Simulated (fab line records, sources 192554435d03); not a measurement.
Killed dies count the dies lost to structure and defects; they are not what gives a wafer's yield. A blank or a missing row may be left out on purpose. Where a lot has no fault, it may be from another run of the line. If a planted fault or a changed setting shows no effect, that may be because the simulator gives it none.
fab line records | flow n5Finfet
record: lots: 4 wafers: 11 lastDay: 24
route steps=1938 shown BEOL_M4@1099 BEOL_M5@1112 BEOL_M8@1362 PASSIVATION@1936
lots with no fault: from the same line, run without faults
startH: start of the lot's first displayed wafer, in hours after the record's first day | waitH: how many hours have passed since the lot's step before this one | " unchanged from the row above | L1.1+2: a row that stands for several wafers | - value missing, or start not given | * or withheld: withheld | < > ~ a bound
route shown NAME@n: NAME is a module with steps in the file, n the number in the route of the first one | usual: mean and standard deviation over wafers with no fault | same: alike in all rows | chamber/n: place in a boat | sites: the reading at each site | _std_site: how widely they spread, as a standard deviation | _edge_site: inner sites' mean taken away from outer sites' mean | radiusMm: for every site, how far away it sits from the centre of the wafer | mask NAME#n: copy n | behind: the most recent tool/chamber to have shaped the wafer | hold: reason for holding the lot/hours on hold/outcome of the hold | device: the transistor (n, p or np) that didn't switch | end of line: at the end of the route, the tests of the same wafers | a step without rows: its recipe alone | killed: not the wafer's yield, but the dies lost to structure and defects at the first sort | map: the dies of a wafer, with x for killed, . for not killed, _ for no die there
set.NAME: the run value of the setting; set.NAME@STEP: its run value at that earlier step | model.NAME: the simulator's own value behind a step, which no gauge read
certain route steps with their lots: each step a table, each wafer a row
services: when a tool's chamber went out of use (startH, in hours from the record's first day, below 0 if earlier), for how many hours, and the reason
== steps ==
step: N5_BEOL_M4_ANNEAL_95
recipe: tempC: 400 timeS: 240 ambient: vacuum
step: N5_BEOL_M4_SPUTTER_96
recipe: material: Cu targetThkA: 45 tempC: -20 chamberPressurePa: 0.07 powerW: withheld timeS: 8.29
step: N5_BEOL_M4_ECD_50
recipe: material: Cu targetThkA: 3000
step: N5_BEOL_M4_ANNEAL_51
recipe: tempC: 225 timeS: 90 ambient: N2
step: N5_BEOL_M4_CMP_52
recipe: stopOn: SiOC tOverpolishS: 6.8 downForcePsi: 1 platenRpm: 50 clearingPlatenDownForcePsi: 1.5 clearingPlatenRpm: 50 postCmpClean: cuAlkaline targetThkNm: 40 clearingPlatenPadVelocityMS: 0.99484 padVelocityMS: 0.99484
step: N5_BEOL_M4_PRE_CLEAN_60
recipe: gas: NH3/H2 timeS: 15 tempC: * rfPowerW: 300
step: N5_BEOL_M4_CO_CAP_55
recipe: material: Co targetThkA: 20 tempC: 200 precursor: CCTBA/H2 pressureTorr: 30 timeS: 102.1
step: N5_BEOL_M4_PRE_CLEAN_56
recipe: gas: NH3 timeS: 15 tempC: withheld rfPowerW: 300
step: N5_BEOL_M4_DEP_57
recipe: material: SiCN targetThkA: 80 tempC: withheld precursor: 3MS/NH3 pressureTorr: 3 rfW: 202 timeS: 14
step: N5_BEOL_M4_RC_MEAS_101
usual: DIBL_N: 35.8/1.6 DIBL_P: 35.6/2 IOFF_N: 0.15/0.031 IOFF_P: 0.20/0.033 ION_N: 668/12 ION_P: 459/6.8 SS_N: 71.4/0.53 SS_P: 73.1/0.63 VT_N: 250/3.5 VT_P: -251/3
columns lot.wafer tool chamber startH waitH DIBL_N[mV/V] DIBL_P[mV/V] IOFF_N[nA/um] IOFF_P[nA/um] ION_N[uA/um] ION_P[uA/um] SS_N[mV/dec] SS_P[mV/dec] VT_N[mV] VT_P[mV]
L275.2 prober-01 0 382.87 0.2 36.1 36.5 0.17 0.21 677 460 71.8 73.2 248 -251
L275.5 " 0 " " 34.4 34.0 0.14 0.17 669 455 71.3 72.7 248 -252
L275.6 " 0 " " 36.2 36.5 0.17 0.20 685 461 71.8 73.3 246 -251
L283.1 prober-01 0 399.36 0.0 36.8 37.8 0.18 0.23 679 462 71.8 73.8 249 -247
L283.6 " 0 " " 35.1 34.3 0.14 0.18 651 446 71.1 73.1 253 -251
L282.1 prober-01 0 404.36 0.0 36.9 35.6 0.16 0.20 670 464 71.4 72.8 250 -251
L282.3 " 0 " " 35.6 33.8 0.13 0.18 666 457 71.0 73.4 252 -255
L282.4 " 0 " " 34.4 32.7 0.12 0.16 667 460 70.5 72.5 254 -253
L289.3 prober-01 0 468.34 0.3 36.5 36.2 0.17 0.21 672 460 71.3 73.5 249 -247
L289.4 " 0 " " 35.8 36.1 0.16 0.21 669 462 71.0 73.3 246 -249
L289.5 " 0 " " 35.8 35.6 0.16 0.21 692 474 70.9 73.9 249 -248
step: N5_BEOL_M5_ILD_DEP_00
recipe: material: SiCOH_lowk targetThkA: 1406.4 tempC: 300 precursor: DEMS/porogen pressureTorr: 5 rfW: 500 timeS: 25.9
step: N5_BEOL_M5_CURE_79
recipe: tempC: 385 timeS: 240 ambient: He/Ar material: SiCOH_lowk
step: N5_BEOL_M5_PECVD_70
recipe: material: SiO2 targetThkA: 160 tempC: 400 precursor: TEOS/O2 pressureTorr: 5.5 rfW: 450 teosFlowSccm: 53.8 gas: O2 flowSccm: 3000 timeS: 18
step: N5_BEOL_M5_HM_DEP_02
recipe: material: TiN targetThkA: 200 tempC: 25 chamberPressurePa: 0.49996
step: N5_BEOL_M5_COAT_59
recipe: resist: SOC tempC: 250 timeS: 60 spinRpm: 1500 resistThkNm: 60
step: N5_BEOL_M5_COAT_60
recipe: resist: SiARC tempC: 220 timeS: 60 spinRpm: 1500 resistThkNm: 12
step: N5_BEOL_M5_COAT_71
recipe: resist: underlayer tempC: 205 timeS: 60 spinRpm: 1500 resistThkNm: 5
step: N5_BEOL_M5_COAT_05
recipe: resist: CAR-EUV spinRpm: 1500 resistThkNm: 30
step: N5_BEOL_M5_EBR_07
recipe: solvent: PGMEA ebrWidthMm: 1.5
step: N5_BEOL_M5_SOFTBAKE_06
recipe: tempC: 110 timeS: 60 resist: CAR-EUV
step: N5_BEOL_M5_EXPOSE_08
recipe: maskId: M5 na: 0.33 sourceShape: annular sigmaInner: 0.4 sigmaOuter: 0.8 polarization: unpolarized targetCdNm: 28 doseMj: 35.75
step: N5_BEOL_M5_PEB_09
recipe: pebTempC: 100 pebTimeS: 60 resist: CAR-EUV
step: N5_BEOL_M5_DEVELOP_10
recipe: developTimeS: 30 developer: TMAH resist: CAR-EUV rinseLiquid: surfactantRinse dry: airSpin devTempC: 23
step: N5_BEOL_M5_DESCUM_16
recipe: chemistry: O2 timeS: 7 sourcePowerW: 50 biasPowerW: 20 pressureMtorr: 20 rfFrequencyHz: 2.712e+07 tempC: 40 resist: CAR-EUV o2FlowSccm: 225
step: N5_BEOL_M5_ETCH_72
recipe: chemistry: N2/H2 target: underlayer targetDepthA: 65 maskMaterial: CAR-EUV timeS: 5.2 ionEnergyEv: 200 pressureMtorr: 30 sourceW: 840 biasW: 150 n2FlowSccm: 200 h2FlowSccm: 200 ends: cleared
step: N5_BEOL_M5_ETCH_61
recipe: chemistry: CF4 target: SiARC targetDepthA: 156 maskMaterial: CAR-EUV timeS: 26 ionEnergyEv: 80 pressureMtorr: 40 sourceW: 545 biasW: 36 Ar_flow_sccm: 100 cf4FlowSccm: 100 ends: cleared
step: N5_BEOL_M5_ETCH_62
recipe: chemistry: N2/H2 target: SOC targetDepthA: 750 overetchA: 150 maskMaterial: SiARC tempC: 40 timeS: 112.5 ionEnergyEv: 200 pressureMtorr: 30 sourceW: 840 biasW: 150 n2FlowSccm: 200 h2FlowSccm: 200
step: N5_BEOL_M5_STRIP_63
recipe: chemistry: N2/H2 tempC: 40 n2FlowSccm: 200 h2FlowSccm: 200 rfFrequencyHz: 6e+07
step: N5_BEOL_M5_STRIP_73
recipe: chemistry: N2/H2 tempC: 40 n2FlowSccm: 200 h2FlowSccm: 200 rfFrequencyHz: 6e+07
step: N5_BEOL_M5_STRIP_64
recipe: chemistry: CF4 resist: SiARC powerW: 300 biasPowerW: 75 pressureMtorr: 50 cf4FlowSccm: 150 rfFrequencyHz: 6e+07
step: N5_BEOL_M5_HM_OPEN_17
recipe: chemistry: Cl2/BCl3 targetDepthA: 200 overetchA: 60 target: TiN maskMaterial: SOC ionEnergyEv: 150 pressureMtorr: 10 icpW: 1000 biasW: 126 Cl2_flow_sccm: 53.25 bcl3FlowSccm: 21.75 Ar_flow_sccm: 25
step: N5_BEOL_M5_STRIP_19
recipe: chemistry: O2 powerW: 400 tempC: 40 pressureMtorr: 30 rfFrequencyHz: 6e+07 biasPowerW: 0 overashFraction: 0.2 o2FlowSccm: 225
step: N5_BEOL_M5_COAT_65
recipe: resist: SOC tempC: 250 timeS: 60 spinRpm: 1500 resistThkNm: 60
step: N5_BEOL_M5_COAT_66
recipe: resist: SiARC tempC: 220 timeS: 60 spinRpm: 1500 resistThkNm: 12
step: N5_BEOL_M8_EXPOSE_25
recipe: maskId: V7 na: 0.33 sourceShape: annular sigmaInner: 0.4 sigmaOuter: 0.8 polarization: unpolarized targetCdNm: 40 doseMj: 42.5
same: na: 0.33
columns lot.wafer tool chamber startH waitH mask
L275.2+5+6 euvScanner-02 0 426.75 - V7#0
L283.1+6 euvScanner-02 0 437.01 - V7#0
L282.1+3+4 euvScanner-02 0 447.20 - V7#0
L289.3+4+5 euvScanner-01 0 502.83 - V7#0
step: N5_BEOL_M8_CD_MEAS_28
recipe: targetCdNm: 40 landingEnergyEv: 500 detector: seInlens
usual: cdNm: 39.98/0.24
columns lot.wafer tool chamber startH waitH cdNm
L275.2 cdSem-03 0 426.88 - 39.78
L275.5 " 0 " " 40.08
L275.6 " 0 " " 40.10
L283.1 cdSem-03 0 437.14 - 39.79
L283.6 " 0 " " 30.82
L282.1 cdSem-01 0 447.34 - 39.93
L282.3 " 0 " " 39.65
L282.4 " 0 " " 29.17
L289.3 cdSem-03 0 502.95 - 40.01
L289.4 " 0 " " 40.01
L289.5 " 0 " " 40.01
step: N5_BEOL_M8_DESCUM_33
recipe: chemistry: O2 timeS: 7 sourcePowerW: 50 biasPowerW: 20 pressureMtorr: 20 rfFrequencyHz: 2.712e+07 tempC: 40 resist: CAR-EUV o2FlowSccm: 225
usual: drypumpMotorCurrentA: 5.9/0.4 oesProductAu: 0.82/0.085 rfVppV: 243.8/1.4 showerheadPlenumPTorr: 2.14/0.073 throttleValvePct: 20.42/0.25
columns lot.wafer tool chamber startH waitH drypumpMotorCurrentA oesProductAu rfHoursCounterH rfVppV showerheadPlenumPTorr throttleValvePct model.BEOL_M8.cdNm
L275.2 rieDiel-03 3 427.00 0.0 6.0 0.89 52 245.1 2.22 20.27 40.2
L275.5 " 2 " " 5.9 0.92 - 245.1 2.23 20.04 40.2
L275.6 " 3 " " 6.0 0.88 - 244.6 2.22 20.25 40.2
L283.1 rieDiel-02 1 437.65 0.4 6.1 0.73 150 245.1 2.19 20.29 40
L283.6 " 0 " " 6.5 0.75 - 241.9 2.11 20.69 30.8
L282.1 rieDiel-02 2 447.49 0.0 5.8 0.82 94 244.0 2.13 20.72 40
L282.3 " 1 " " 6.1 0.73 153 242.8 2.19 20.30 40
L282.4 " 3 " " 5.2 0.79 107 243.7 2.13 20.58 29.2
L289.3 rieDiel-03 0 503.31 0.3 6.1 0.95 5 242.4 2.06 20.41 40
L289.4 " 3 " " 6.0 0.83 83 243.6 2.21 20.28 40.2
L289.5 " 1 " " 5.5 0.92 - 243.0 2.14 20.07 40.2
step: N5_BEOL_M8_VIA_ETCH_34
recipe: chemistry: C4F6/O2 target: SiCOH_lowk targetDepthA: 1255 maskMaterial: SOC taperDeg: 4 timeS: 50.5 ionEnergyEv: 250 pressureMtorr: 30 sourceW: 345 biasW: 185 Ar_flow_sccm: 300 C4F6_flow_sccm: 10 O2_flow_sccm: 10
usual: drypumpMotorCurrentA: 5.9/0.4 oesProductAu: 0.81/0.084 rfVppV: 674/15 showerheadPlenumPTorr: 2.90/0.097 throttleValvePct: 20.84/0.22
columns lot.wafer tool chamber startH waitH drypumpMotorCurrentA oesProductAu rfHoursCounterH rfVppV showerheadPlenumPTorr throttleValvePct model.BEOL_M8.cdNm
L275.2 rieDiel-03 3 427.18 0.0 6.0 0.88 52 659 3.01 20.74 40.8
L275.5 " 2 " " 5.9 0.92 - 660 3.03 20.54 40.2
L275.6 " 3 " " 6.0 0.87 - 658 3.01 20.75 40.8
L283.1 rieDiel-02 1 437.83 0.0 6.2 0.72 150 680 2.95 20.64 39.6
L283.6 " 0 " " 6.5 0.77 - 700 2.86 21.07 30.4
L282.1 rieDiel-02 2 447.67 0.0 5.8 0.82 95 671 2.87 21.05 40
L282.3 " 1 " " 6.2 0.73 153 680 2.95 20.64 39.6
L282.4 " 3 " " 5.2 0.79 107 692 2.88 20.99 29
L289.3 rieDiel-03 0 503.49 0.0 6.1 0.94 5 688 2.78 20.79 40
L289.4 " 3 " " 6.0 0.83 83 657 3.00 20.80 40.4
L289.5 " 1 " " 5.4 0.92 - 663 2.90 20.44 40
step: N5_PASSIVATION_PROBE_49
usual: defectLimitedYield: 90.7/1.5 killed_at_M0_to_M3: 38/11 killed_at_M4_up: 15/5.5 killedAtContacts: 12/6 killedAtFrontEnd: 41/11 killedAtOther: 3.5/2.7 killedDies: 110/18 killedOnRim: 15/3.6 killedOpen: 72/13 killedShort: 35/8.7 sort_bin_5_function: 5.5/1.1 sort_bin_6_memory: 3.4/0.63 sortNPass: 1070/18 sortYieldPct: 90.7/1.5
same: grossDies: 1180 killedAtBackSide: 0 sort_bin_4_leakage[%]: 0 sort_bin_8_speed[%]: 0
columns lot.wafer tool chamber startH waitH defectLimitedYield[%] killed_at_M0_to_M3 killed_at_M4_up killedAtContacts killedAtFrontEnd killedAtOther killedDies killedOnRim killedOpen killedShort sort_bin_5_function[%] sort_bin_6_memory[%] sortNPass sortYieldPct[%]
L275.2 prober-01 - 510.65 0.1 87.5 60 13 18 47 9 147 20 78 66 6.8 5.3 1033 87.5
L275.5 prober-01 - 510.80 0.2 89.9 51 7 8 47 6 119 16 84 35 6.7 2.9 1061 89.9
L275.6 prober-01 - 510.85 0.3 89.2 60 15 10 40 2 127 17 85 41 6.8 3.8 1053 89.2
L283.1 prober-02 - 519.79 0.5 91.9 36 14 9 35 1 95 10 67 25 5.2 2.7 1085 91.9
L283.6 prober-02 - 520.04 0.7 0 21 1098 14 45 2 1180 152 71 20 5.3 3.4 0 0
L282.4 prober-01 - 524.58 0.2 0 59 1051 19 49 2 1180 152 93 49 8.6 4.3 0 0
killed by level:class
L275.2 BEOL_M0_SAQP:geometricParticle:short=23 BEOL_M0_SAQP:geometricParticle:open=16 FIN_SAQP:geometricParticle:short=14 MOL_CONTACT_COAG:geometricParticle:open=12 FIN_SAQP:geometricParticle:open=7 GATE_CUT:geometricParticle:short=6 BEOL_M1:geometricParticle:open=6 MOL_CONTACT_COAG:geometricParticle:short=6
L275.5 FIN_SAQP:geometricParticle:open=16 BEOL_M0_SAQP:geometricParticle:open=10 BEOL_M1:geometricParticle:open=10 FIN_SAQP:geometricParticle:short=9 BEOL_M3:geometricParticle:open=9 MOL_CONTACT_COAG:geometricParticle:open=8 BEOL_M0_SAQP:geometricParticle:short=7 STI_FIN_REVEAL:geometricParticle:open=6
L275.6 BEOL_M3:geometricParticle:open=16 BEOL_M0_SAQP:geometricParticle:short=13 STI_FIN_REVEAL:geometricParticle:open=10 MOL_CONTACT_COAG:geometricParticle:open=9 BEOL_M0_SAQP:geometricParticle:open=9 BEOL_M1:geometricParticle:open=9 BEOL_M4:geometricParticle:open=7 FIN_SAQP:geometricParticle:short=6
L283.1 BEOL_M3:geometricParticle:open=10 MOL_CONTACT_COAG:geometricParticle:open=9 DUMMY_GATE:geometricParticle:open=6 FIN_SAQP:geometricParticle:open=5 STI_FIN_REVEAL:geometricParticle:open=5 BEOL_M2:geometricParticle:open=5 BEOL_M0_SAQP:geometricParticle:short=5 BEOL_M1:geometricParticle:open=5
L283.6 BEOL_M8:areaExpose=1080 FIN_SAQP:geometricParticle:open=13 MOL_CONTACT_COAG:geometricParticle:open=11 BEOL_M4:geometricParticle:open=9 GATE_CUT:geometricParticle:open=8 FIN_SAQP:geometricParticle:short=6 HKMG_FIN:areaEtch=5 DUMMY_GATE:geometricParticle:open=4
L282.4 BEOL_M8:areaExpose=1037 BEOL_M3:geometricParticle:open=27 FIN_SAQP:geometricParticle:open=13 MOL_CONTACT_COAG:geometricParticle:open=13 FIN_SAQP:geometricParticle:short=10 BEOL_M0_SAQP:geometricParticle:short=8 BEOL_M4:geometricParticle:open=8 GATE_CUT:geometricParticle:short=7
map L282.4 (x killed, . not)
_________________xxxxxxxxxxxx________________
______________xxxxxxxxxxxxxxxxxx_____________
___________xxxxxxxxxxxxxxxxxxxxxxxx__________
__________xxxxxxxxxxxxxxxxxxxxxxxxxx_________
________xxxxxxxxxxxxxxxxxxxxxxxxxxxxxx_______
_______xxxxxxxxxxxxxxxxxxxxxxxxxxxxxxxx______
______xxxxxxxxxxxxxxxxxxxxxxxxxxxxxxxxxx_____
_____xxxxxxxxxxxxxxxxxxxxxxxxxxxxxxxxxxxx____
____xxxxxxxxxxxxxxxxxxxxxxxxxxxxxxxxxxxxxx___
___xxxxxxxxxxxxxxxxxxxxxxxxxxxxxxxxxxxxxxxx__
___xxxxxxxxxxxxxxxxxxxxxxxxxxxxxxxxxxxxxxxx__
__xxxxxxxxxxxxxxxxxxxxxxxxxxxxxxxxxxxxxxxxxx_
__xxxxxxxxxxxxxxxxxxxxxxxxxxxxxxxxxxxxxxxxxx_
_xxxxxxxxxxxxxxxxxxxxxxxxxxxxxxxxxxxxxxxxxxxx
_xxxxxxxxxxxxxxxxxxxxxxxxxxxxxxxxxxxxxxxxxxxx
_xxxxxxxxxxxxxxxxxxxxxxxxxxxxxxxxxxxxxxxxxxxx
_xxxxxxxxxxxxxxxxxxxxxxxxxxxxxxxxxxxxxxxxxxxx
_xxxxxxxxxxxxxxxxxxxxxxxxxxxxxxxxxxxxxxxxxxxx
_xxxxxxxxxxxxxxxxxxxxxxxxxxxxxxxxxxxxxxxxxxxx
_xxxxxxxxxxxxxxxxxxxxxxxxxxxxxxxxxxxxxxxxxxxx
_xxxxxxxxxxxxxxxxxxxxxxxxxxxxxxxxxxxxxxxxxxxx
__xxxxxxxxxxxxxxxxxxxxxxxxxxxxxxxxxxxxxxxxxx_
__xxxxxxxxxxxxxxxxxxxxxxxxxxxxxxxxxxxxxxxxxx_
___xxxxxxxxxxxxxxxxxxxxxxxxxxxxxxxxxxxxxxxx__
___xxxxxxxxxxxxxxxxxxxxxxxxxxxxxxxxxxxxxxxx__
____xxxxxxxxxxxxxxxxxxxxxxxxxxxxxxxxxxxxxx___
_____xxxxxxxxxxxxxxxxxxxxxxxxxxxxxxxxxxxx____
______xxxxxxxxxxxxxxxxxxxxxxxxxxxxxxxxxx_____
_______xxxxxxxxxxxxxxxxxxxxxxxxxxxxxxxx______
________xxxxxxxxxxxxxxxxxxxxxxxxxxxxxx_______
__________xxxxxxxxxxxxxxxxxxxxxxxxxx_________
___________xxxxxxxxxxxxxxxxxxxxxxxx__________
______________xxxxxxxxxxxxxxxxxx_____________
_________________xxxxxxxxxxxx________________
map L283.6 (x killed, . not)
_________________xxxxxxxxxxxx________________
______________xxxxxxxxxxxxxxxxxx_____________
___________xxxxxxxxxxxxxxxxxxxxxxxx__________
__________xxxxxxxxxxxxxxxxxxxxxxxxxx_________
________xxxxxxxxxxxxxxxxxxxxxxxxxxxxxx_______
_______xxxxxxxxxxxxxxxxxxxxxxxxxxxxxxxx______
______xxxxxxxxxxxxxxxxxxxxxxxxxxxxxxxxxx_____
_____xxxxxxxxxxxxxxxxxxxxxxxxxxxxxxxxxxxx____
____xxxxxxxxxxxxxxxxxxxxxxxxxxxxxxxxxxxxxx___
___xxxxxxxxxxxxxxxxxxxxxxxxxxxxxxxxxxxxxxxx__
___xxxxxxxxxxxxxxxxxxxxxxxxxxxxxxxxxxxxxxxx__
__xxxxxxxxxxxxxxxxxxxxxxxxxxxxxxxxxxxxxxxxxx_
__xxxxxxxxxxxxxxxxxxxxxxxxxxxxxxxxxxxxxxxxxx_
_xxxxxxxxxxxxxxxxxxxxxxxxxxxxxxxxxxxxxxxxxxxx
_xxxxxxxxxxxxxxxxxxxxxxxxxxxxxxxxxxxxxxxxxxxx
_xxxxxxxxxxxxxxxxxxxxxxxxxxxxxxxxxxxxxxxxxxxx
_xxxxxxxxxxxxxxxxxxxxxxxxxxxxxxxxxxxxxxxxxxxx
_xxxxxxxxxxxxxxxxxxxxxxxxxxxxxxxxxxxxxxxxxxxx
_xxxxxxxxxxxxxxxxxxxxxxxxxxxxxxxxxxxxxxxxxxxx
_xxxxxxxxxxxxxxxxxxxxxxxxxxxxxxxxxxxxxxxxxxxx
_xxxxxxxxxxxxxxxxxxxxxxxxxxxxxxxxxxxxxxxxxxxx
__xxxxxxxxxxxxxxxxxxxxxxxxxxxxxxxxxxxxxxxxxx_
__xxxxxxxxxxxxxxxxxxxxxxxxxxxxxxxxxxxxxxxxxx_
___xxxxxxxxxxxxxxxxxxxxxxxxxxxxxxxxxxxxxxxx__
___xxxxxxxxxxxxxxxxxxxxxxxxxxxxxxxxxxxxxxxx__
____xxxxxxxxxxxxxxxxxxxxxxxxxxxxxxxxxxxxxx___
_____xxxxxxxxxxxxxxxxxxxxxxxxxxxxxxxxxxxx____
______xxxxxxxxxxxxxxxxxxxxxxxxxxxxxxxxxx_____
_______xxxxxxxxxxxxxxxxxxxxxxxxxxxxxxxx______
________xxxxxxxxxxxxxxxxxxxxxxxxxxxxxx_______
__________xxxxxxxxxxxxxxxxxxxxxxxxxx_________
___________xxxxxxxxxxxxxxxxxxxxxxxx__________
______________xxxxxxxxxxxxxxxxxx_____________
_________________xxxxxxxxxxxx________________
== services ==
columns tool chamber startH hours kind
rieDiel-03 1 421.12 - clean
rieDiel-03 1 421.12 - consumableReplace:focusRing
rieDiel-03 1 421.12 22.3 scheduledDown
rieDiel-03 1 421.12 22.3 ventCycle
euvScanner-01 - 444.14 1.0 pm
euvScanner-02 - 445.67 1.0 pm
euvScanner-01 - 454.33 4.6 pm
rieDiel-03 3 468.17 1.3 repair
rieDiel-03 0 471.15 - clean
rieDiel-03 0 471.15 - consumableReplace:focusRing
rieDiel-03 0 471.15 21.0 scheduledDown
rieDiel-03 0 471.15 21.0 ventCycle
rieDiel-02 1 474.38 3.1 repair
euvScanner-01 0 492.24 - calibration
euvScanner-01 - 492.57 5.7 repair
euvScanner-01 - 500.29 1.0 pm
rieDiel-02 3 501.45 3.5 repair
euvScanner-02 - 501.82 1.0 pm
== key ==
firstSign: step: N5_BEOL_M8_CD_MEAS_28 reading: cdNm direction: down sigmas: 41 usual: 39.98 struck: 29.99
effect: step: N5_PASSIVATION_PROBE_49 reading: killed_at_M4_up direction: up sigmas: 99+ usual: 15 struck: 1074
modelEffect: step: N5_BEOL_M8_DESCUM_33 value: BEOL_M8.cdNm without: 39.8 struck: 30
modelEffect: step: N5_BEOL_M8_VIA_ETCH_34 value: BEOL_M8.cdNm without: 39.6 struck: 29.7
moreKillsBornAt: N5_BEOL_M8_EXPOSE_25@euvScanner-02: 2117
metAt N5_BEOL_M8_EXPOSE_25
struckWafers L282.4,L283.6
laterRowsLeftOut L282.4,L283.6
onsetBetween 426.75 437.01
fault: kind: processParameterDrift tool: euvScanner-02 chamber: - onsetH: 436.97 steps: N5_BEOL_M8_EXPOSE_25 channel: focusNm offset: 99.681 shape: step endH: 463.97 scope: struckWafersOnly
laterRowsLeftOut: the simulator's readings of these wafers behind a module that went badly wrong aren't trusted and aren't shown, but for the sort
